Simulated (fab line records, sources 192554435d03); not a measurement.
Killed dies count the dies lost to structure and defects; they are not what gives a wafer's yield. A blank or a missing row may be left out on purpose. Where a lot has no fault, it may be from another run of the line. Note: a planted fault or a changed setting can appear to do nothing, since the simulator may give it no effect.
fab line records ; flow n5_finfet
record lots=9; wafers=27; last_day=17
route steps=1938 shown BEOL_M0_SAQP@664 BEOL_M4@1111 PASSIVATION@1936
lots that met no fault: taken from a fault-free run of the same line
start_h: hours from the record's first day to the start of the lot's first wafer shown ; wait_h: hours since the lot's step before ; " as in the row above ; L1.1+2: a single row standing in for several wafers ; - no value present, or no start provided ; * or withheld: withheld ; < > ~ a bound
route shown NAME@n: a module of which the file shows steps, and the number in the route of the first ; usual: average and standard deviation across the fault-free wafers ; same: alike in all rows ; chamber/n: place in a boat ; sites: each site's reading ; _std_site: their standard deviation ; _edge_site: inner sites' mean taken away from outer sites' mean ; radius_mm: for every site, how far away it sits from the centre of the wafer ; mask NAME#n: copy n ; behind: the most recent tool/chamber to have shaped the wafer ; hold: why the lot went on hold/how many hours it stayed there/how the hold came to an end ; device: transistor that didn't switch, given as n, p or np ; end of line: the tests these same wafers got at the end of their route ; step lacking rows: just its recipe ; killed: not the wafer's yield, but the dies lost to structure and defects at the first sort ; map: a wafer's dies, marking killed ones x, the rest . and places with no die _
set.NAME: the setting that was run; set.NAME@STEP: the one run at that earlier step ; model.NAME: the simulator's own value behind a step, which no gauge read
route steps across a sampled set of lots; one table per step, one row per wafer
services: when a tool's chamber went out of use (start_h, in hours from the record's first day, below 0 if earlier), for how many hours, and the reason
## steps
# step N5_BEOL_M0_SAQP_SPACER1_ETCHBACK_99
# recipe chemistry=CHF3/O2; mode=anisotropic_etchback; target=SiO2; target_depth_a=154; time_s=7.7; pressure_mtorr=30; source_w=650; bias_w=170; Ar_flow_sccm=200; CHF3_flow_sccm=50; O2_flow_sccm=5; ion_energy_ev=200
# usual drypump_motor_current_A=5.8/0.36; oes_product_au=0.75/0.079; rf_vpp_V=522/19; showerhead_plenum_p_Torr=2.42/0.074; throttle_valve_pct=19.00/0.23
lot.wafer;tool;chamber;start_h;wait_h;drypump_motor_current_A;oes_product_au;rf_hours_counter_h;rf_vpp_V;showerhead_plenum_p_Torr;throttle_valve_pct
L305.1;rie_diel-02;3;127.87;0.3;5.7;0.71;192;548;2.38;19.32
L305.3;rie_diel-02;2;127.87;0.3;6.0;0.77;160;521;2.51;19.02
L305.6;rie_diel-02;2;127.87;0.3;6.0;0.76;-;521;2.51;19.02
L307.1;rie_diel-03;0;140.34;0.3;6.1;0.75;149;510;2.49;18.67
L307.3;rie_diel-03;2;140.34;0.3;6.4;0.74;155;531;2.41;18.86
L307.6;rie_diel-03;2;140.34;0.3;6.4;0.74;-;533;2.41;18.88
L309.2;rie_diel-02;2;152.72;0.3;6.0;0.76;168;521;2.51;19.05
L309.3;rie_diel-02;3;152.72;0.3;5.7;0.70;201;547;2.38;19.32
L309.5;rie_diel-02;2;152.72;0.3;6.0;0.74;-;522;2.51;19.04
L310.1;rie_diel-01;1;160.32;0.3;5.7;0.67;242;490;2.37;18.79
L310.2;rie_diel-01;2;160.32;0.3;5.4;0.87;57;537;2.43;19.03
L310.3;rie_diel-01;0;160.32;0.3;5.1;0.75;168;512;2.51;18.86
L318.1;rie_diel-02;2;205.22;0.3;6.0;0.74;185;521;2.50;19.07
L318.2;rie_diel-02;1;205.22;0.3;5.7;0.70;198;498;2.30;19.18
L318.5;rie_diel-02;1;205.22;0.3;5.7;0.70;-;499;2.30;19.18
L322.1;rie_diel-01;2;238.22;0.3;5.4;0.84;87;538;2.42;19.08
L322.4;rie_diel-01;1;238.22;0.3;5.7;0.93;-;490;2.36;18.42
L322.6;rie_diel-01;0;238.22;0.3;5.1;0.73;-;511;2.50;18.91
L321.2;rie_diel-02;1;238.42;0.3;5.7;0.69;210;498;2.30;19.19
L321.4;rie_diel-02;0;238.42;0.3;6.0;0.97;5;548;2.44;18.50
L321.5;rie_diel-02;3;238.42;0.3;5.7;0.69;-;547;2.37;19.39
L323.1;rie_diel-02;2;238.58;0.3;6.0;0.74;196;520;2.50;19.09
L323.3;rie_diel-02;3;238.58;0.3;5.8;0.69;228;546;2.37;19.38
L323.4;rie_diel-02;0;238.58;0.3;5.9;0.97;5;549;2.44;18.49
L324.1;rie_diel-02;3;243.99;0.3;5.8;0.69;229;546;2.37;19.38
L324.3;rie_diel-02;0;243.99;0.3;6.0;0.95;7;549;2.44;18.48
L324.4;rie_diel-02;1;243.99;0.3;5.7;0.69;212;498;2.30;19.22
# step N5_BEOL_M0_SAQP_ETCH_101
# recipe chemistry=CH3F/O2; target=SiNx; mask_material=SiO2; target_depth_a=299; time_s=42.7; pressure_mtorr=30; source_w=395; bias_w=73; Ar_flow_sccm=150; CH3F_flow_sccm=30; O2_flow_sccm=20; ion_energy_ev=120
# usual CH3F_flow_sccm=30.00/0.081; O2_flow_sccm=20.01/0.061; drypump_motor_current_A=6.0/0.44; oes_product_au=0.77/0.079; rf_vpp_V=295/8.2; showerhead_plenum_p_Torr=2.03/0.062; throttle_valve_pct=16.36/0.21
lot.wafer;tool;chamber;start_h;wait_h;CH3F_flow_sccm;O2_flow_sccm;drypump_motor_current_A;oes_product_au;rf_hours_counter_h;rf_vpp_V;showerhead_plenum_p_Torr;throttle_valve_pct
L305.1;rie_diel-02;3;128.10;0.0;29.95;20.07;5.8;0.71;192;309;1.97;16.75
L305.3;rie_diel-02;1;128.10;0.0;30.03;20.05;5.7;0.72;173;284;1.93;16.68
L305.6;rie_diel-02;1;128.10;0.0;30.01;20.15;5.7;0.71;-;284;1.93;16.68
L307.1;rie_diel-03;1;140.57;0.0;30.08;20.04;5.7;0.73;161;292;1.99;16.60
L307.3;rie_diel-03;0;140.57;0.0;30.06;20.07;6.1;0.75;149;288;2.08;16.16
L307.6;rie_diel-03;2;140.57;0.0;29.97;20.05;6.4;0.74;-;302;2.00;16.35
L309.2;rie_diel-03;0;153.02;0.1;-;-;-;-;-;-;-;-
L309.3;rie_diel-03;1;153.02;0.1;-;-;-;-;-;-;-;-
L309.5;rie_diel-03;3;153.02;0.1;-;-;-;-;-;-;-;-
L310.1;rie_diel-01;1;160.93;0.4;-;-;-;-;-;-;-;-
L310.2;rie_diel-01;2;160.93;0.4;-;-;-;-;-;-;-;-
L310.3;rie_diel-01;3;160.93;0.4;-;-;-;-;-;-;-;-
L318.1;rie_diel-03;0;205.45;0.0;29.87;20.01;6.1;0.73;168;290;2.07;16.19
L318.2;rie_diel-03;1;205.45;0.0;29.92;19.96;5.7;0.71;178;292;1.98;16.64
L318.5;rie_diel-03;3;205.45;0.0;30.05;19.94;6.6;0.87;-;298;2.13;16.19
L322.1;rie_diel-02;2;238.48;0.1;29.99;20.07;6.0;0.72;196;296;2.08;16.52
L322.4;rie_diel-02;0;238.48;0.1;30.07;19.98;5.9;0.96;5;311;2.03;15.96
L322.6;rie_diel-02;0;238.48;0.1;30.10;19.96;5.9;0.96;-;311;2.03;15.96
L321.2;rie_diel-03;3;238.65;0.0;29.96;19.93;6.6;0.86;49;299;2.13;16.20
L321.4;rie_diel-03;1;238.65;0.0;30.07;20.00;5.7;0.71;187;291;1.98;16.65
L321.5;rie_diel-03;2;238.65;0.0;29.88;19.97;6.4;0.73;-;302;1.99;16.39
L323.1;rie_diel-01;0;238.81;0.0;29.94;20.04;5.1;0.72;198;290;2.08;16.39
L323.3;rie_diel-01;1;238.81;0.0;29.99;20.05;5.6;0.94;11;278;1.96;15.85
L323.4;rie_diel-01;1;238.81;0.0;30.03;19.98;5.7;0.94;-;279;1.96;15.86
L324.1;rie_diel-03;0;244.23;0.0;29.89;19.98;6.1;0.72;178;288;2.07;16.22
L324.3;rie_diel-03;2;244.23;0.0;30.03;19.97;6.4;0.72;183;303;1.99;16.38
L324.4;rie_diel-03;1;244.23;0.0;29.99;19.95;5.7;0.71;188;294;1.98;16.66
# step N5_BEOL_M0_SAQP_ETCH_107
# recipe chemistry=CH3F/O2; target=SiNx; target_depth_a=300; mask_material=SOC; pressure_mtorr=30; source_w=395; bias_w=73; Ar_flow_sccm=150; CH3F_flow_sccm=30; O2_flow_sccm=20; ion_energy_ev=120
# usual CH3F_flow_sccm=30.00/0.087; O2_flow_sccm=20.00/0.057; drypump_motor_current_A=5.8/0.41; oes_product_au=0.76/0.086; rf_vpp_V=295/10; showerhead_plenum_p_Torr=2.02/0.061; throttle_valve_pct=16.42/0.23
lot.wafer;tool;chamber;start_h;wait_h;CH3F_flow_sccm;O2_flow_sccm;drypump_motor_current_A;oes_product_au;rf_hours_counter_h;rf_vpp_V;showerhead_plenum_p_Torr;throttle_valve_pct
L305.1;rie_diel-01;2;128.83;0.0;29.96;20.04;5.4;0.89;47;306;2.02;16.46
L305.3;rie_diel-01;0;128.83;0.0;29.86;20.01;5.1;0.76;161;290;2.09;16.33
L305.6;rie_diel-01;1;128.83;0.0;29.96;20.01;5.7;0.68;-;279;1.97;16.26
L307.1;rie_diel-03;2;141.31;0.0;30.03;19.97;6.4;0.74;155;303;2.00;16.34
L307.3;rie_diel-03;0;141.31;0.0;30.03;19.94;6.1;0.74;150;288;2.07;16.18
L307.6;rie_diel-03;1;141.31;0.0;29.99;20.03;5.7;0.72;-;291;1.99;16.61
L309.2;rie_diel-01;0;153.75;0.0;29.94;20.06;5.1;0.75;166;289;2.09;16.33
L309.3;rie_diel-01;1;153.75;0.0;29.96;19.97;5.7;0.67;240;280;1.96;16.28
L309.5;rie_diel-01;0;153.75;0.0;29.95;20.01;5.1;0.75;-;292;2.09;16.33
L310.1;rie_diel-01;3;162.03;0.0;29.99;20.01;6.3;0.67;237;296;1.96;16.43
L310.2;rie_diel-01;1;162.03;0.0;29.90;20.05;5.7;0.67;242;277;1.96;16.28
L310.3;rie_diel-01;0;162.03;0.0;29.93;19.92;5.1;0.75;169;293;2.09;16.33
L318.1;rie_diel-01;3;206.43;0.0;30.02;20.00;6.4;0.66;253;294;1.96;16.46
L318.2;rie_diel-01;0;206.43;0.0;29.91;20.11;5.1;0.73;184;290;2.08;16.37
L318.5;rie_diel-01;3;206.43;0.0;29.93;19.94;6.4;0.67;-;295;1.95;16.49
L322.1;rie_diel-02;3;239.33;0.0;29.89;19.90;5.7;0.69;228;310;1.96;16.82
L322.4;rie_diel-02;1;239.33;0.0;30.07;20.07;5.7;0.69;211;283;1.91;16.74
L322.6;rie_diel-02;1;239.33;0.0;30.16;20.02;5.7;0.69;-;285;1.91;16.73
L321.2;rie_diel-01;1;239.57;0.0;30.04;19.98;5.6;0.94;11;277;1.96;15.84
L321.4;rie_diel-01;0;239.57;0.0;29.93;19.95;5.1;0.73;-;289;2.08;16.40
L321.5;rie_diel-01;2;239.57;0.0;30.09;20.16;5.4;0.84;-;306;2.01;16.52
L323.1;rie_diel-01;2;239.93;0.0;30.02;19.99;5.4;0.85;88;305;2.01;16.52
L323.3;rie_diel-01;0;239.93;0.0;29.98;20.04;5.2;0.73;198;289;2.08;16.40
L323.4;rie_diel-01;1;239.93;0.0;29.82;19.87;5.6;0.93;-;277;1.96;15.86
L324.1;rie_diel-02;0;245.32;0.0;30.06;20.02;5.9;0.96;8;312;2.03;15.96
L324.3;rie_diel-02;1;245.32;0.0;29.84;19.99;5.7;0.69;212;283;1.91;16.75
L324.4;rie_diel-02;2;245.32;0.0;30.01;19.84;6.0;0.74;198;295;2.07;16.54
# step N5_BEOL_M0_SAQP_SPACER2_ALD_26
# recipe material=SiO2; target_thk_a=150; temp_c=300; ald_precursor_family=BDEAS; ald_co_reactant=O2-plasma; pulse_time_s=1; purge_time_s=2; co_reactant_purge_time_s=2; pressure_torr=2
# usual heater_power_w=476/62; precursor_pulse_height_rel=1.001/0.02
lot.wafer;tool;chamber;start_h;wait_h;heater_power_w;precursor_pulse_height_rel
L305.1;ald_sin-01;1;129.19;0.2;454;1.002
L305.3;ald_sin-01;0;129.19;0.2;440;0.961
L305.6;ald_sin-01;3;129.19;0.2;482;0.995
L307.1;ald_sin-01;3;141.91;0.5;474;0.981
L307.3;ald_sin-01;1;141.91;0.5;449;0.989
L307.6;ald_sin-01;0;141.91;0.5;432;1.010
L309.2;ald_sin-01;1;154.52;0.6;428;1.027
L309.3;ald_sin-01;3;154.52;0.6;477;0.995
L309.5;ald_sin-01;0;154.52;0.6;432;0.978
L310.1;ald_sin-02;1;162.82;0.6;639;1.015
L310.2;ald_sin-02;0;162.82;0.6;530;1.009
L310.3;ald_sin-02;3;162.82;0.6;465;1.014
L318.1;ald_sin-03;2;206.80;0.2;490;0.981
L318.2;ald_sin-03;1;206.80;0.2;419;1.023
L318.5;ald_sin-03;2;206.80;0.2;485;1.008
L321.2;ald_sin-02;3;241.12;1.2;484;1.000
L321.4;ald_sin-02;0;241.12;1.2;535;1.028
L321.5;ald_sin-02;1;241.12;1.2;652;1.002
L322.1;ald_sin-01;1;241.31;1.4;448;1.005
L322.4;ald_sin-01;3;241.31;1.4;474;0.997
L322.6;ald_sin-01;3;241.31;1.4;479;1.026
L323.1;ald_sin-02;3;241.65;1.6;472;0.999
L323.3;ald_sin-02;2;241.65;1.6;446;1.038
L323.4;ald_sin-02;1;241.65;1.6;637;0.977
L324.1;ald_sin-02;2;245.63;0.2;453;0.989
L324.3;ald_sin-02;3;245.63;0.2;475;0.996
L324.4;ald_sin-02;0;245.63;0.2;541;1.007
# step N5_BEOL_M4_RC_MEAS_101
# usual DIBL_N=36.8/2.2; DIBL_P=37.0/2.8; IOFF_N=0.18/0.043; IOFF_P=0.23/0.05; ION_N=680/14; ION_P=466/9.1; SS_N=71.7/0.74; SS_P=73.5/0.79; VT_N=248/4; VT_P=-249/4.1
lot.wafer;tool;chamber;start_h;wait_h;DIBL_N[mV/V];DIBL_P[mV/V];IOFF_N[nA/um];IOFF_P[nA/um];ION_N[uA/um];ION_P[uA/um];SS_N[mV/dec];SS_P[mV/dec];VT_N[mV];VT_P[mV]
L305.1;prober-01;0;197.16;0.1;35.7;36.9;0.18;0.19;677;453;71.6;73.4;243;-254
L305.3;prober-01;0;197.16;0.1;36.3;38.2;0.17;0.19;667;456;71.6;73.1;253;-253
L305.6;prober-01;0;197.16;0.1;37.7;40.2;0.23;0.24;700;467;72.0;73.6;244;-250
L307.1;prober-01;0;203.58;0.0;36.2;37.8;0.16;0.20;681;464;72.4;72.9;250;-251
L307.3;prober-01;0;203.58;0.0;39.3;41.7;0.21;0.29;692;469;73.0;74.6;247;-248
L307.6;prober-01;0;203.58;0.0;36.2;38.4;0.15;0.20;676;463;71.3;72.4;249;-251
L318.1;prober-02;0;255.22;0.0;38.0;35.6;0.16;0.18;675;453;71.6;73.2;249;-254
L318.2;prober-02;0;255.22;0.0;38.0;37.6;0.18;0.21;678;454;72.3;73.6;249;-251
L318.5;prober-02;0;255.22;0.0;34.9;31.6;0.12;0.13;662;448;71.6;72.1;254;-256
L321.2;prober-01;0;284.66;0.2;33.8;32.3;0.13;0.18;664;461;71.4;72.0;253;-252
L321.4;prober-01;0;284.66;0.2;36.8;36.9;0.18;0.25;682;468;71.5;72.8;247;-249
L321.5;prober-01;0;284.66;0.2;38.4;38.7;0.23;0.27;700;479;71.8;73.7;242;-248
L323.1;prober-01;0;291.49;0.0;37.4;36.0;0.18;0.20;687;459;71.9;73.4;249;-252
L323.3;prober-01;0;291.49;0.0;39.8;41.2;0.25;0.31;707;480;73.3;74.3;244;-249
L323.4;prober-01;0;291.49;0.0;38.5;37.6;0.21;0.23;683;460;72.8;73.8;247;-250
L322.1;prober-02;0;293.41;0.0;38.8;40.2;0.22;0.29;696;472;72.0;74.7;247;-244
L322.4;prober-02;0;293.41;0.0;37.5;39.5;0.20;0.29;696;480;72.4;74.3;245;-244
L322.6;prober-02;0;293.41;0.0;37.8;38.9;0.18;0.25;679;466;72.2;74.3;249;-245
L324.1;prober-01;0;298.57;0.0;33.4;34.3;0.12;0.17;671;460;70.6;73.1;256;-255
L324.3;prober-01;0;298.57;0.0;37.3;39.2;0.20;0.25;687;468;71.6;73.7;246;-250
L324.4;prober-01;0;298.57;0.0;35.5;37.2;0.15;0.22;670;466;71.4;73.1;251;-250
# step N5_PASSIVATION_PROBE_49
# usual defect_limited_yield=91.4/1.5; killed_at_M0_to_M3=36/11; killed_at_M4_up=14/6; killed_at_contacts=11/6; killed_at_front_end=37/11; killed_at_other=4/3.4; killed_dies=102/18; killed_on_rim=13/3.5; killed_open=66/13; killed_short=34/7.8; sort_bin_4_leakage=0.00/0.017; sort_bin_5_function=5.0/0.97; sort_bin_6_memory=3.2/0.7; sort_bin_8_speed=0.0/0.38; sort_n_pass=1078/19; sort_yield_pct=91.3/1.6
# same gross_dies=1180; killed_at_back_side=0
lot.wafer;tool;chamber;start_h;wait_h;defect_limited_yield[%];killed_at_M0_to_M3;killed_at_M4_up;killed_at_contacts;killed_at_front_end;killed_at_other;killed_dies;killed_on_rim;killed_open;killed_short;sort_bin_4_leakage[%];sort_bin_5_function[%];sort_bin_6_memory[%];sort_bin_8_speed[%];sort_n_pass;sort_yield_pct[%]
L309.2;prober-01;-;306.32;0.1;0;1113;20;21;26;0;1180;152;76;30;0;96.9;2.9;0;0;0
L309.3;prober-01;-;306.37;0.1;0;1119;28;5;26;2;1180;152;74;17;0;97.0;2.8;0;0;0
L309.5;prober-01;-;306.47;0.2;0;1124;9;13;31;3;1180;152;55;23;0;97.3;2.4;0;0;0
L307.1;prober-01;-;309.49;0.0;93.7;28;9;7;26;4;74;11;48;24;0;3.0;3.0;0;1106;93.7
L307.3;prober-01;-;309.59;0.1;93.8;37;5;9;18;4;73;9;46;25;0.08;3.9;2.1;0;1106;93.7
L307.6;prober-01;-;309.74;0.3;92.1;39;7;8;36;3;93;15;55;36;0;4.4;3.2;0;1087;92.1
L310.1;prober-01;-;323.72;0.0;0;1099;16;8;54;3;1180;152;83;44;0;95.5;3.9;0;0;0
L310.2;prober-01;-;323.77;0.1;0;1110;10;7;52;1;1180;152;77;34;0;95.9;3.7;0;0;0
L310.3;prober-01;-;323.82;0.1;0;1120;7;4;49;0;1180;152;64;34;0;96.5;3.4;0;0;0
# killed by level:class
L309.2 BEOL_M0_SAQP:area_etch=1074 MOL_CONTACT_COAG:geometric_particle:open=19 BEOL_M1:geometric_particle:open=10 BEOL_M4:geometric_particle:open=10 BEOL_M2:geometric_particle:open=9 FIN_SAQP:geometric_particle:short=7 BEOL_M1:geometric_particle:short=6 STI_FIN_REVEAL:geometric_particle:open=5
L309.3 BEOL_M0_SAQP:area_etch=1086 BEOL_M4:geometric_particle:open=16 BEOL_M3:geometric_particle:open=12 BEOL_M1:geometric_particle:open=9 DUMMY_GATE:geometric_particle:open=6 BEOL_M0_SAQP:geometric_particle:open=6 BEOL_M5:geometric_particle:open=5 FIN_SAQP:geometric_particle:short=4
L309.5 BEOL_M0_SAQP:area_etch=1102 MOL_CONTACT_COAG:geometric_particle:open=11 BEOL_M3:geometric_particle:open=6 DUMMY_GATE:geometric_particle:open=5 BEOL_M4:geometric_particle:open=5 STI_FIN_REVEAL:geometric_particle:open=4 GATE_CUT:geometric_particle:short=4 BEOL_M0_SAQP:geometric_particle:open=4
L307.1 DUMMY_GATE:geometric_particle:open=7 BEOL_M1:geometric_particle:open=6 BEOL_M2:geometric_particle:open=6 BEOL_M3:geometric_particle:open=5 MOL_CONTACT_COAG:geometric_particle:short=4 BEOL_M0_SAQP:geometric_particle:short=4 FIN_SAQP:geometric_particle:short=3 STI_FIN_REVEAL:geometric_particle:open=3
L307.3 MOL_CONTACT_COAG:geometric_particle:open=8 BEOL_M0_SAQP:geometric_particle:short=8 BEOL_M3:geometric_particle:open=8 BEOL_M0_SAQP:geometric_particle:open=7 BEOL_M1:geometric_particle:open=4 BEOL_M2:geometric_particle:open=4 FIN_SAQP:geometric_particle:short=3 GATE_CUT:geometric_particle:short=3
L307.6 BEOL_M2:geometric_particle:open=12 BEOL_M0_SAQP:geometric_particle:short=8 FIN_SAQP:geometric_particle:short=7 MOL_CONTACT_COAG:geometric_particle:open=6 BEOL_M1:geometric_particle:open=6 STARTING-WAFER:geometric_particle:short=6 DUMMY_GATE:geometric_particle:open=5 GATE_CUT:geometric_particle:short=5
L310.1 BEOL_M0_SAQP:area_etch=1051 BEOL_M2:geometric_particle:open=17 FIN_SAQP:geometric_particle:short=13 DUMMY_GATE:geometric_particle:open=10 BEOL_M4:geometric_particle:open=8 BEOL_M3:geometric_particle:open=6 STI_FIN_REVEAL:geometric_particle:open=6 BEOL_M0_SAQP:geometric_particle:open=6
L310.2 BEOL_M0_SAQP:area_etch=1064 FIN_SAQP:geometric_particle:open=18 FIN_SAQP:geometric_particle:short=13 BEOL_M0_SAQP:geometric_particle:short=10 BEOL_M3:geometric_particle:open=10 BEOL_M2:geometric_particle:open=8 BEOL_M0_SAQP:geometric_particle:open=7 BEOL_M1:geometric_particle:open=7
L310.3 BEOL_M0_SAQP:area_etch=1079 BEOL_M2:geometric_particle:open=15 FIN_SAQP:geometric_particle:open=13 BEOL_M3:geometric_particle:open=9 FIN_SAQP:geometric_particle:short=8 DUMMY_GATE:geometric_particle:open=8 GATE_CUT:geometric_particle:short=6 ILD0:geometric_particle:short=4
## services
tool;chamber;start_h;hours;kind
rie_diel-01;0;140.58;7.1;repair
rie_diel-01;-;143.86;3.3;repair
rie_diel-03;1;147.36;3.3;repair
rie_diel-03;-;160.73;0.5;repair
ald_sin-03;-;176.75;14.0;pm
ald_sin-03;0;176.75;14.0;vent_cycle
ald_sin-03;1;176.75;19.9;vent_cycle
ald_sin-03;2;176.75;14.0;vent_cycle
ald_sin-03;3;176.75;14.0;vent_cycle
rie_diel-01;1;187.49;-;clean
rie_diel-01;1;187.49;-;consumable_replace:focus_ring
rie_diel-01;1;187.49;23.4;scheduled_down
rie_diel-01;1;187.49;23.4;vent_cycle
ald_sin-03;0;190.75;-;clean
rie_diel-03;-;198.08;1.1;repair
rie_diel-03;-;199.54;2.6;repair
rie_diel-02;0;201.57;-;clean
rie_diel-02;0;201.57;-;consumable_replace:focus_ring
rie_diel-02;0;201.57;21.2;scheduled_down
rie_diel-02;0;201.57;21.2;vent_cycle
ald_sin-03;0;207.35;4.5;repair
rie_diel-01;3;213.02;48.6;repair
rie_diel-03;0;216.61;2.9;repair
ald_sin-03;0;219.36;18.2;repair
## key
first_sign step=N5_BEOL_M0_SAQP_ETCH_101; reading=tool_record; direction=missing
effect step=N5_PASSIVATION_PROBE_49; reading=killed_at_M0_to_M3; direction=up; sigmas=99+; usual=36; struck=1114
more_kills_born_at N5_BEOL_M0_SAQP_ETCH_101@rie_diel-03=3256; N5_BEOL_M0_SAQP_ETCH_101@rie_diel-01=3194
met_at N5_BEOL_M0_SAQP_ETCH_101
struck_lots L309,L310
later_rows_left_out L309.2,L309.3,L309.5,L310.1,L310.2,L310.3
not_acting_at N5_BEOL_M0_SAQP_SPACER1_ETCHBACK_99,N5_BEOL_M0_SAQP_ETCH_107,N5_BEOL_M0_SAQP_SPACER2_ALD_26
onset_between 140.57 153.02
fault kind=skipped_step_whole; tool=rie_diel-01,rie_diel-03; chamber=-; onset_h=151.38; steps=N5_BEOL_M0_SAQP_ETCH_101; scope=struck_lots_only
# later_rows_left_out: the simulator's readings of these wafers behind a module that went badly wrong aren't trusted and aren't shown, but for the sort
